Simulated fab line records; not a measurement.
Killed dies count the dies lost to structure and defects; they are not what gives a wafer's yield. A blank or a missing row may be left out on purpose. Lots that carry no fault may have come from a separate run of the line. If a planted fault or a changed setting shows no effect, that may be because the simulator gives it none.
fab line records ; flow n5_finfet
record: lots: 11; wafers: 33; last_day: 19
route steps=1938 shown FIN_SAQP@120 FIN_CUT@165 PASSIVATION@1936
lots untouched by any fault: they come from a run of this same line in which no faults occurred
start_h: the number of hours between the record's first day and the start of the first shown wafer of the lot ; wait_h: hours from the lot's prior step to this one ; " same as the row above ; L1.1+2: one row covering several wafers at once ; - no value, or no start given ; * or withheld: withheld ; < > ~ a bound
route shown NAME@n: NAME is a module with steps in the file, n the number in the route of the first one ; usual: the fault-free wafers' mean and standard deviation ; same: alike in all rows ; chamber/n: place in a boat ; sites: each site's reading ; _std_site: the values' standard deviation ; _edge_site: outer sites' mean less inner sites' ; radius_mm: for every site, how far away it sits from the centre of the wafer ; mask NAME#n: copy n ; behind: the tool/chamber that last shaped the wafer ; hold: the reason the lot was held/the length of the hold in hours/how it ended ; device: names the non-switching transistor (n, p or np) ; end of line: the same wafers' tests at the end of the route ; a step given without rows: its recipe and nothing more ; killed: at the first sort, the dies lost to defects and structure; wafer yield is something else ; map: dies across one wafer; x = killed, . = not, _ = none there
set.NAME: the setting the step ran with; set.NAME@STEP: the setting that earlier step ran with ; model.NAME: the simulator's own value behind a step, which no gauge read
a sample of lots followed through the steps of the route, with each step as a table and each wafer as a row
services: a tool's chamber out of use, with start hour (start_h, from the record's first day; less than 0 if before it), hours out, and reason
== steps ==
step: N5_FIN_SAQP_MANDREL_ETCH_22
recipe: target_depth_a: 600; chemistry: HBr/Cl2; target: a-Si; stop_on: SiNx; bt_time_s: 10; over_etch_frac: 0.5; time_s: 30; pressure_mtorr: 10; icp_w: 800; bias_w: 75; HBr_flow_sccm: 150; Cl2_flow_sccm: 80; ends: end_point
usual: drypump_motor_current_A: 5.6/0.5; oes_product_au: 0.774/0.018; throttle_valve_pct: 35.51/0.26
same: bt_time_s: 10
lot.wafer;tool;chamber;start_h;wait_h;drypump_motor_current_A;oes_product_au;rf_hours_counter_h;throttle_valve_pct
L463.1;rie_si-02;0;33.52;0.0;5.4;0.793;29;35.65
L463.4;rie_si-02;1;33.52;0.0;5.9;0.781;182;35.81
L463.6;rie_si-02;0;33.52;0.0;5.5;0.802;-;35.62
L464.1;rie_si-03;3;40.16;0.0;4.9;0.782;79;35.60
L464.2;rie_si-03;1;40.16;0.0;5.6;0.739;181;35.76
L464.5;rie_si-03;3;40.16;0.0;4.9;0.795;-;35.58
L465.1;rie_si-03;2;48.92;0.0;5.2;0.781;105;35.25
L465.3;rie_si-03;0;48.92;0.0;6.0;0.758;147;35.07
L465.4;rie_si-03;1;48.92;0.0;5.6;0.760;181;35.72
L466.1;rie_si-03;2;51.79;0.0;5.2;0.777;105;35.28
L466.2;rie_si-03;1;51.79;0.0;5.7;0.753;181;35.75
L466.6;rie_si-03;1;51.79;0.0;5.7;0.752;-;35.74
L474.3;rie_si-03;2;101.40;0.0;5.2;0.788;106;35.25
L474.4;rie_si-03;0;101.40;0.0;6.0;0.757;148;35.04
L474.6;rie_si-03;1;101.40;0.0;5.6;0.772;-;35.73
L475.3;rie_si-03;0;106.13;0.0;6.0;0.769;148;35.03
L475.5;rie_si-03;3;106.13;0.0;4.9;0.793;-;35.58
L475.6;rie_si-03;2;106.13;0.0;5.2;0.788;-;35.23
L476.2;rie_si-03;2;111.80;0.0;5.2;0.782;106;35.27
L476.4;rie_si-03;3;111.80;0.0;4.9;0.785;80;35.57
L476.5;rie_si-03;2;111.80;0.0;5.2;0.796;-;35.25
L477.2;rie_si-03;3;120.98;0.0;4.9;0.783;80;35.61
L477.4;rie_si-03;1;120.98;0.0;5.6;0.769;182;35.73
L477.5;rie_si-03;3;120.98;0.0;4.9;0.792;-;35.56
L480.3;rie_si-01;0;149.87;0.0;5.5;0.776;93;35.39
L480.5;rie_si-01;1;149.87;0.0;6.7;0.804;-;35.62
L480.6;rie_si-01;0;149.87;0.0;5.5;0.775;-;35.39
L481.1;rie_si-03;2;156.91;0.0;5.2;0.790;107;35.24
L481.2;rie_si-03;3;156.91;0.0;4.9;0.794;81;35.59
L481.6;rie_si-03;1;156.91;0.0;5.6;0.772;-;35.72
L484.1;rie_si-01;1;163.06;0.0;6.7;0.778;84;35.66
L484.2;rie_si-01;0;163.06;0.0;5.5;0.757;93;35.46
L484.6;rie_si-01;1;163.06;0.0;6.7;0.792;-;35.63
step: N5_FIN_SAQP_ETCH_65
recipe: chemistry: CF4; target: SiO2; target_depth_a: 40; ion_energy_ev: 350; time_s: 4.4; pressure_mtorr: 10; icp_w: 800; bias_w: 400; cf4_flow_sccm: 80
usual: drypump_motor_current_A: 5.7/0.53; oes_product_au: 1.000/0.019; throttle_valve_pct: 21.88/0.22
lot.wafer;tool;chamber;start_h;wait_h;drypump_motor_current_A;oes_product_au;rf_hours_counter_h;throttle_valve_pct
L463.1;rie_si-01;2;35.39;0.1;6.4;1.004;69;21.89
L463.4;rie_si-01;1;35.39;0.1;6.7;1.022;82;22.16
L463.6;rie_si-01;1;35.39;0.1;6.7;1.036;-;22.18
L464.1;rie_si-02;0;42.58;0.1;5.4;1.022;30;22.11
L464.2;rie_si-02;2;42.58;0.1;5.0;1.009;71;22.18
L464.5;rie_si-02;2;42.58;0.1;5.0;1.015;-;22.17
L465.1;rie_si-02;1;50.80;0.1;5.8;0.970;183;22.07
L465.3;rie_si-02;0;50.80;0.1;5.4;1.012;30;22.11
L465.4;rie_si-02;3;50.80;0.1;5.6;0.944;3;21.60
L466.1;rie_si-01;2;53.91;0.1;6.4;0.984;69;21.92
L466.2;rie_si-01;0;53.91;0.1;5.4;0.991;91;21.86
L466.6;rie_si-01;0;53.91;0.1;5.5;0.987;-;21.88
L474.3;rie_si-03;3;103.27;0.1;4.9;1.024;80;21.86
L474.4;rie_si-03;1;103.27;0.1;5.6;0.992;182;22.14
L474.6;rie_si-03;1;103.27;0.1;5.6;1.003;-;22.12
L475.3;rie_si-01;1;108.28;0.1;6.7;1.029;83;22.17
L475.5;rie_si-01;1;108.28;0.1;6.7;1.026;-;22.17
L475.6;rie_si-01;2;108.28;0.1;6.3;0.991;-;21.90
L476.2;rie_si-03;2;114.15;0.1;5.2;1.026;106;21.65
L476.4;rie_si-03;0;114.15;0.1;6.0;0.978;148;21.66
L476.5;rie_si-03;0;114.15;0.1;6.0;0.987;-;21.66
L477.2;rie_si-03;3;125.63;0.1;4.9;1.016;80;21.86
L477.4;rie_si-03;1;125.63;0.1;5.6;0.975;182;22.14
L477.5;rie_si-03;1;125.63;0.1;5.6;0.993;-;22.13
L480.3;rie_si-03;2;152.16;0.1;5.2;1.007;106;21.66
L480.5;rie_si-03;2;152.16;0.1;5.2;1.008;-;21.66
L480.6;rie_si-03;1;152.16;0.1;5.6;0.987;-;22.15
L481.1;rie_si-03;3;159.24;0.1;4.9;1.023;81;21.88
L481.2;rie_si-03;2;159.24;0.1;5.2;1.016;107;21.66
L481.6;rie_si-03;1;159.24;0.1;5.7;0.992;-;22.15
L484.1;rie_si-01;2;165.00;0.1;6.4;0.998;71;21.91
L484.2;rie_si-01;0;165.00;0.1;5.5;0.987;93;21.86
L484.6;rie_si-01;3;165.00;0.1;5.7;0.989;-;21.54
step: N5_FIN_SAQP_STRIP_77
recipe: chemistry: N2/H2; time_s: 90; power_w: 100; temp_c: 40; pressure_mtorr: 100; rf_frequency_hz: 6e+07; bias_power_w: 3; n2_flow_sccm: 300; h2_flow_sccm: 300
usual: drypump_motor_current_A: 5.7/0.44; oes_product_au: 0.77/0.066; rf_vpp_V: 45.2/0.84; showerhead_plenum_p_Torr: 3.42/0.06; throttle_valve_pct: 12.21/0.2
lot.wafer;tool;chamber;start_h;wait_h;drypump_motor_current_A;oes_product_au;rf_hours_counter_h;rf_vpp_V;showerhead_plenum_p_Torr;throttle_valve_pct
L463.1;rie_diel-05;3;37.06;0.0;5.5;0.80;123;46.1;3.53;12.10
L463.4;rie_diel-05;0;37.06;0.0;6.1;0.81;-;44.9;3.41;12.09
L463.6;rie_diel-05;2;37.06;0.0;5.7;0.77;-;45.0;3.37;12.02
L464.1;rie_diel-04;1;45.25;0.0;5.4;0.72;173;45.4;3.50;12.18
L464.2;rie_diel-04;0;45.25;0.0;6.0;0.71;182;44.9;3.36;12.17
L464.5;rie_diel-04;0;45.25;0.0;6.0;0.71;-;47.0;3.36;12.19
L465.1;rie_diel-02;1;52.40;0.0;5.7;0.76;135;44.2;3.39;12.23
L465.3;rie_diel-02;2;52.40;0.0;4.9;0.78;123;45.0;3.39;12.40
L465.4;rie_diel-02;0;52.40;0.0;6.2;0.92;21;45.4;3.44;11.92
L466.1;rie_diel-05;0;55.45;0.0;6.1;0.78;90;45.3;3.41;12.09
L466.2;rie_diel-05;2;55.45;0.0;5.7;0.76;159;45.1;3.37;12.05
L466.6;rie_diel-05;0;55.45;0.0;6.2;0.79;-;45.0;3.41;12.12
L474.3;rie_diel-05;2;104.81;0.0;5.7;0.74;176;44.4;3.36;12.08
L474.4;rie_diel-05;0;104.81;0.0;6.1;0.77;107;46.8;3.40;12.14
L474.6;rie_diel-05;0;104.81;0.0;6.1;0.77;-;44.5;3.40;12.14
L475.3;rie_diel-02;3;109.86;0.0;5.8;0.71;206;44.9;3.48;12.46
L475.5;rie_diel-02;1;109.86;0.0;5.7;0.76;-;46.2;3.38;12.27
L475.6;rie_diel-02;0;109.86;0.0;6.2;0.89;-;46.0;3.43;11.97
L476.2;rie_diel-04;0;116.10;0.0;6.0;0.70;205;44.3;3.35;12.24
L476.4;rie_diel-04;1;116.10;0.0;5.3;0.71;195;45.8;3.49;12.23
L476.5;rie_diel-04;0;116.10;0.0;6.0;0.69;-;46.0;3.35;12.24
L477.2;rie_diel-05;1;127.68;0.0;6.3;0.90;24;44.7;3.31;11.71
L477.4;rie_diel-05;2;127.68;0.0;5.7;0.73;182;45.8;3.36;12.10
L477.5;rie_diel-05;0;127.68;0.0;6.2;0.77;-;42.7;3.39;12.16
L480.3;rie_diel-02;2;153.88;0.0;4.9;0.75;150;45.6;3.38;12.48
L480.5;rie_diel-02;2;153.88;0.0;4.9;0.75;-;45.2;3.38;12.47
L480.6;rie_diel-02;1;153.88;0.0;5.7;0.74;-;46.7;3.38;12.30
L481.1;rie_diel-05;2;161.78;0.0;5.7;0.73;191;43.6;3.35;12.11
L481.2;rie_diel-05;0;161.78;0.0;6.1;0.75;123;45.0;3.39;12.19
L481.6;rie_diel-05;1;161.78;0.0;6.3;0.88;-;46.6;3.30;11.72
L484.1;rie_diel-02;1;166.80;0.0;5.7;0.74;169;45.1;3.37;12.32
L484.2;rie_diel-02;3;166.80;0.0;5.8;0.70;221;44.9;3.48;12.49
L484.6;rie_diel-02;2;166.80;0.0;4.9;0.75;-;46.0;3.37;12.48
step: N5_FIN_SAQP_OCD_MEAS_76
usual: trench_depth_nm: 119.5/0.98
lot.wafer;tool;chamber;start_h;wait_h;trench_depth_nm
L463.1;ocd-02;-;37.48;0.0;120.4
L463.4;ocd-02;-;37.48;0.0;120.4
L463.6;ocd-02;-;37.48;0.0;119.8
L464.1;ocd-02;-;45.66;0.0;121.1
L464.2;ocd-02;-;45.66;0.0;120.4
L464.5;ocd-02;-;45.66;0.0;119.5
L465.1;ocd-01;-;52.81;0.0;119.3
L465.3;ocd-01;-;52.81;0.0;117.9
L465.4;ocd-01;-;52.81;0.0;118.5
L466.1;ocd-02;-;55.86;0.0;119.6
L466.2;ocd-02;-;55.86;0.0;120.1
L466.6;ocd-02;-;55.86;0.0;120.0
L474.3;ocd-01;-;105.22;0.0;118.9
L474.4;ocd-01;-;105.22;0.0;119.4
L474.6;ocd-01;-;105.22;0.0;117.5
L475.3;ocd-01;-;110.28;0.0;119.7
L475.5;ocd-01;-;110.28;0.0;120.5
L475.6;ocd-01;-;110.28;0.0;119.5
L476.2;ocd-02;-;116.56;0.0;117.8
L476.4;ocd-02;-;116.56;0.0;119.1
L476.5;ocd-02;-;116.56;0.0;117.9
L477.2;ocd-01;-;128.10;0.0;119.6
L477.4;ocd-01;-;128.10;0.0;119.9
L477.5;ocd-01;-;128.10;0.0;119.5
L480.3;ocd-02;-;154.30;0.0;119.2
L480.5;ocd-02;-;154.30;0.0;119.8
L480.6;ocd-02;-;154.30;0.0;118.1
L481.1;ocd-02;-;162.20;0.0;120.4
L481.2;ocd-02;-;162.20;0.0;117.4
L481.6;ocd-02;-;162.20;0.0;119.2
L484.1;ocd-01;-;167.23;0.0;119.3
L484.2;ocd-01;-;167.23;0.0;120.1
L484.6;ocd-01;-;167.23;0.0;119.6
step: N5_FIN_SAQP_INSPECT_40
recipe: inspect_instrument: brightfield; mode: aei
usual: raw_defect_count: 221/57
lot.wafer;tool;chamber;start_h;wait_h;raw_defect_count
L463.1;defect_inspect-01;-;37.51;0.0;265
L463.4;defect_inspect-01;-;37.51;0.0;280
L463.6;defect_inspect-01;-;37.51;0.0;181
L464.1;defect_inspect-02;-;45.69;0.0;169
L464.2;defect_inspect-02;-;45.69;0.0;275
L464.5;defect_inspect-02;-;45.69;0.0;167
L465.1;defect_inspect-01;-;52.84;0.0;168
L465.3;defect_inspect-01;-;52.84;0.0;218
L465.4;defect_inspect-01;-;52.84;0.0;182
L466.1;defect_inspect-02;-;55.89;0.0;242
L466.2;defect_inspect-02;-;55.89;0.0;260
L466.6;defect_inspect-02;-;55.89;0.0;249
L474.3;defect_inspect-01;-;105.25;0.0;272
L474.4;defect_inspect-01;-;105.25;0.0;271
L474.6;defect_inspect-01;-;105.25;0.0;179
L475.3;defect_inspect-01;-;110.31;0.0;179
L475.5;defect_inspect-01;-;110.31;0.0;263
L475.6;defect_inspect-01;-;110.31;0.0;200
L476.2;defect_inspect-01;-;116.59;0.0;1652
L476.4;defect_inspect-01;-;116.59;0.0;1659
L476.5;defect_inspect-01;-;116.59;0.0;1508
L477.2;defect_inspect-02;-;128.13;0.0;1475
L477.4;defect_inspect-02;-;128.13;0.0;1467
L477.5;defect_inspect-02;-;128.13;0.0;1402
L480.3;defect_inspect-01;-;154.33;0.0;351
L480.5;defect_inspect-01;-;154.33;0.0;156
L480.6;defect_inspect-01;-;154.33;0.0;165
L481.1;defect_inspect-01;-;162.23;0.0;1421
L481.2;defect_inspect-01;-;162.23;0.0;1545
L481.6;defect_inspect-01;-;162.23;0.0;1507
L484.1;defect_inspect-02;-;167.26;0.0;246
L484.2;defect_inspect-02;-;167.26;0.0;217
L484.6;defect_inspect-02;-;167.26;0.0;174
step: N5_FIN_CUT_INSPECT_10
recipe: mode: adi; inspect_instrument: brightfield
usual: raw_defect_count: 41/11
lot.wafer;tool;chamber;start_h;wait_h;raw_defect_count
L463.1;defect_inspect-01;-;38.02;0.1;64
L463.4;defect_inspect-01;-;38.02;0.1;75
L463.6;defect_inspect-01;-;38.02;0.1;49
L464.1;defect_inspect-02;-;46.21;0.1;36
L464.2;defect_inspect-02;-;46.21;0.1;44
L464.5;defect_inspect-02;-;46.21;0.1;31
L465.1;defect_inspect-01;-;53.23;0.1;29
L465.3;defect_inspect-01;-;53.23;0.1;27
L465.4;defect_inspect-01;-;53.23;0.1;30
L466.1;defect_inspect-02;-;56.41;0.1;40
L466.2;defect_inspect-02;-;56.41;0.1;52
L466.6;defect_inspect-02;-;56.41;0.1;43
L474.3;defect_inspect-01;-;105.64;0.0;55
L474.4;defect_inspect-01;-;105.64;0.0;40
L474.6;defect_inspect-01;-;105.64;0.0;35
L475.3;defect_inspect-02;-;110.70;0.0;36
L475.5;defect_inspect-02;-;110.70;0.0;36
L475.6;defect_inspect-02;-;110.70;0.0;39
L476.2;defect_inspect-02;-;116.98;0.0;1336
L476.4;defect_inspect-02;-;116.98;0.0;1326
L476.5;defect_inspect-02;-;116.98;0.0;1315
L477.2;defect_inspect-01;-;128.52;0.0;1328
L477.4;defect_inspect-01;-;128.52;0.0;1350
L477.5;defect_inspect-01;-;128.52;0.0;1298
L480.3;defect_inspect-02;-;154.72;0.0;59
L480.5;defect_inspect-02;-;154.72;0.0;41
L480.6;defect_inspect-02;-;154.72;0.0;25
L481.1;defect_inspect-01;-;162.63;0.1;1247
L481.2;defect_inspect-01;-;162.63;0.1;1347
L481.6;defect_inspect-01;-;162.63;0.1;1320
L484.1;defect_inspect-01;-;167.65;0.1;46
L484.2;defect_inspect-01;-;167.65;0.1;43
L484.6;defect_inspect-01;-;167.65;0.1;42
step: N5_PASSIVATION_PROBE_49
usual: defect_limited_yield: 90.8/1.7; killed_at_M0_to_M3: 37/12; killed_at_M4_up: 15/5.6; killed_at_contacts: 13/6.9; killed_at_front_end: 40/11; killed_at_other: 4/3.2; killed_dies: 109/20; killed_open: 73/15; killed_short: 35/8.3; sort_bin_5_function: 5.4/1.1; sort_bin_6_memory: 3.5/0.73; sort_n_pass: 1071/20; sort_yield_pct: 90.8/1.7
same: gross_dies: 1180; killed_at_back_side: 0; sort_bin_4_leakage[%]: 0; sort_bin_8_speed[%]: 0
lot.wafer;tool;chamber;start_h;wait_h;defect_limited_yield[%];killed_at_M0_to_M3;killed_at_M4_up;killed_at_contacts;killed_at_front_end;killed_at_other;killed_dies;killed_open;killed_short;sort_bin_5_function[%];sort_bin_6_memory[%];sort_n_pass;sort_yield_pct[%]
L463.1;prober-01;-;346.84;0.0;92.4;39;7;7;32;5;90;56;34;4.1;3.1;1090;92.4
L463.4;prober-01;-;346.99;0.2;90.3;32;15;19;45;4;115;65;50;6.0;3.5;1065;90.3
L463.6;prober-01;-;347.09;0.3;91.0;33;7;15;38;13;106;68;38;4.6;3.9;1074;91.0
L475.3;prober-01;-;411.94;0.1;91.9;39;13;8;35;1;96;68;28;5.0;2.8;1084;91.9
L475.5;prober-01;-;412.04;0.2;91.8;34;8;8;44;3;97;50;47;4.8;2.9;1083;91.8
L475.6;prober-01;-;412.09;0.3;92.2;39;12;5;32;4;92;61;30;4.7;2.5;1088;92.2
L474.3;prober-02;-;426.95;0.1;91.6;36;8;12;33;10;99;58;41;5.5;2.7;1081;91.6
L474.4;prober-02;-;427.00;0.2;90.8;41;11;21;34;1;108;64;42;5.4;3.4;1072;90.8
L474.6;prober-02;-;427.10;0.3;92.9;28;14;9;24;9;84;58;25;4.0;3.0;1096;92.9
L466.1;prober-01;-;466.97;0.0;93.3;39;8;7;24;1;79;52;24;3.7;2.7;1101;93.3
L466.2;prober-01;-;467.02;0.1;91.7;48;17;4;28;1;98;60;35;4.4;3.6;1082;91.7
L466.6;prober-01;-;467.22;0.3;92.6;28;17;4;34;4;87;50;35;4.8;2.3;1093;92.6
killed by level:class
L463.1 BEOL_M0_SAQP:geometric_particle:open=9 FIN_SAQP:geometric_particle:open=8 BEOL_M0_SAQP:geometric_particle:short=8 BEOL_M1:geometric_particle:open=8 GATE_CUT:geometric_particle:open=5 BEOL_M2:geometric_particle:open=5 BEOL_M1:geometric_particle:short=5 FIN_SAQP:geometric_particle:short=4
L463.4 STI_FIN_REVEAL:geometric_particle:open=14 MOL_CONTACT_COAG:geometric_particle:open=11 FIN_SAQP:geometric_particle:short=10 BEOL_M0_SAQP:geometric_particle:open=9 MOL_CONTACT_COAG:geometric_particle:short=8 BEOL_M0_SAQP:geometric_particle:short=7 BEOL_M4:geometric_particle:open=7 BEOL_M3:geometric_particle:open=5
L463.6 STI_FIN_REVEAL:geometric_particle:open=17 FIN_SAQP:geometric_particle:open=8 MOL_CONTACT_COAG:geometric_particle:open=8 BEOL_M2:geometric_particle:open=8 MOL_CONTACT_COAG:geometric_particle:short=7 MIM_TOP:geometric_particle:short=7 BEOL_M0_SAQP:geometric_particle:open=6 STI_FIN_REVEAL:geometric_particle:short=4
L475.3 BEOL_M0_SAQP:geometric_particle:short=11 STI_FIN_REVEAL:geometric_particle:open=10 BEOL_M1:geometric_particle:open=9 MOL_CONTACT_COAG:geometric_particle:open=8 BEOL_M2:geometric_particle:open=8 BEOL_M0_SAQP:geometric_particle:open=6 ILD0:geometric_particle:open=4 FIN_SAQP:geometric_particle:open=3
L475.5 FIN_SAQP:geometric_particle:short=12 BEOL_M0_SAQP:geometric_particle:short=12 STI_FIN_REVEAL:geometric_particle:open=10 BEOL_M0_SAQP:geometric_particle:open=8 MOL_CONTACT_COAG:geometric_particle:open=5 FIN_SAQP:geometric_particle:open=4 ILD0:geometric_particle:short=4 MOL_CONTACT_COAG:geometric_particle:short=3
L475.6 STI_FIN_REVEAL:geometric_particle:open=10 BEOL_M3:geometric_particle:open=9 BEOL_M2:geometric_particle:open=7 BEOL_M0_SAQP:geometric_particle:short=6 BEOL_M0_SAQP:geometric_particle:open=5 BEOL_M0:geometric_particle:open=5 FIN_SAQP:geometric_particle:open=4 MOL_CONTACT_COAG:geometric_particle:open=4
L474.3 MOL_CONTACT_COAG:geometric_particle:open=10 BEOL_M0_SAQP:geometric_particle:short=10 FIN_SAQP:geometric_particle:open=8 BEOL_M2:geometric_particle:open=7 STI_FIN_REVEAL:geometric_particle:open=6 BEOL_M0_SAQP:geometric_particle:open=6 FIN_SAQP:geometric_particle:short=5 BEOL_M2:geometric_particle:short=5
L474.4 MOL_CONTACT_COAG:geometric_particle:open=14 BEOL_M0_SAQP:geometric_particle:open=12 BEOL_M0_SAQP:geometric_particle:short=11 GATE_CUT:geometric_particle:open=7 MOL_CONTACT_COAG:geometric_particle:short=7 BEOL_M2:geometric_particle:open=7 BEOL_M2:geometric_particle:short=5 BEOL_M5:geometric_particle:open=5
L474.6 BEOL_M2:geometric_particle:open=10 MOL_CONTACT_COAG:geometric_particle:open=7 BEOL_M0_SAQP:geometric_particle:open=7 BEOL_M4:geometric_particle:open=6 STI_FIN_REVEAL:geometric_particle:open=5 PASS1_DEP:geometric_particle:short=5 BEOL_M0_SAQP:geometric_particle:short=4 STARTING-WAFER:geometric_particle:open=4
L466.1 BEOL_M2:geometric_particle:open=15 BEOL_M0_SAQP:geometric_particle:open=8 MOL_CONTACT_COAG:geometric_particle:open=4 BEOL_M0_SAQP:geometric_particle:short=4 BEOL_M3:geometric_particle:open=4 STARTING-WAFER:geometric_particle:open=4 STARTING-WAFER:geometric_particle:short=4 BEOL_M0:geometric_particle:open=3
L466.2 BEOL_M0_SAQP:geometric_particle:short=9 BEOL_M3:geometric_particle:open=9 DUMMY_GATE:geometric_particle:open=8 BEOL_M2:geometric_particle:open=8 GATE_CUT:geometric_particle:short=7 BEOL_M0_SAQP:geometric_particle:open=6 BEOL_M1:geometric_particle:open=6 BEOL_M2:geometric_particle:short=5
L466.6 BEOL_M2:geometric_particle:open=11 GATE_CUT:geometric_particle:short=9 BEOL_M0_SAQP:geometric_particle:short=7 DUMMY_GATE:geometric_particle:open=6 MOL_CONTACT_COAG:geometric_particle:open=4 BEOL_M1:geometric_particle:open=4 BEOL_M4:geometric_particle:open=4 BEOL_M4:geometric_particle:short=4
== services ==
tool;chamber;start_h;hours;kind
rie_diel-02;-;15.41;0.6;repair
rie_si-01;-;24.00;2.1;repair
rie_diel-05;1;30.81;-;clean
rie_diel-05;1;30.81;-;consumable_replace:focus_ring
rie_diel-05;1;30.81;23.1;scheduled_down
rie_diel-05;1;30.81;23.1;vent_cycle
rie_si-01;-;37.42;14.6;pm
rie_si-03;0;38.13;3.4;repair
rie_si-03;-;70.51;2.8;pm
rie_diel-02;-;71.96;1.9;repair
rie_diel-02;-;91.19;4.7;repair
rie_diel-04;1;137.43;26.9;repair
rie_diel-04;-;140.31;15.6;pm
rie_si-01;1;143.65;4.7;repair
rie_si-02;0;144.13;3.1;repair
rie_si-01;2;148.58;5.1;repair
== key ==
first_sign: step: N5_FIN_SAQP_INSPECT_40; reading: raw_defect_count; direction: up; sigmas: 23; usual: 221; struck: 1515
effect: step: N5_FIN_CUT_INSPECT_10; reading: raw_defect_count; direction: up; sigmas: 99+; usual: 41; struck: 1319
met_at N5_FIN_SAQP_MANDREL_ETCH_22
struck_lots L476,L477,L481
rows_end L476.2,L476.4,L476.5,L477.2,L477.4,L477.5,L481.1,L481.2,L481.6
not_acting_at N5_FIN_SAQP_ETCH_65,N5_FIN_SAQP_STRIP_77,N5_FIN_SAQP_OCD_MEAS_76
onset_between 106.13 111.80
fault: kind: chamber_particle_source; tool: rie_si-03; chamber: -; onset_h: 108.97; steps: N5_FIN_SAQP_MANDREL_ETCH_22; rate_per_visit_cm2: 1.9864; until_the_next_wet_clean: True
rows_end: these wafers met a further fault down the route, and their rows from its step on are left out
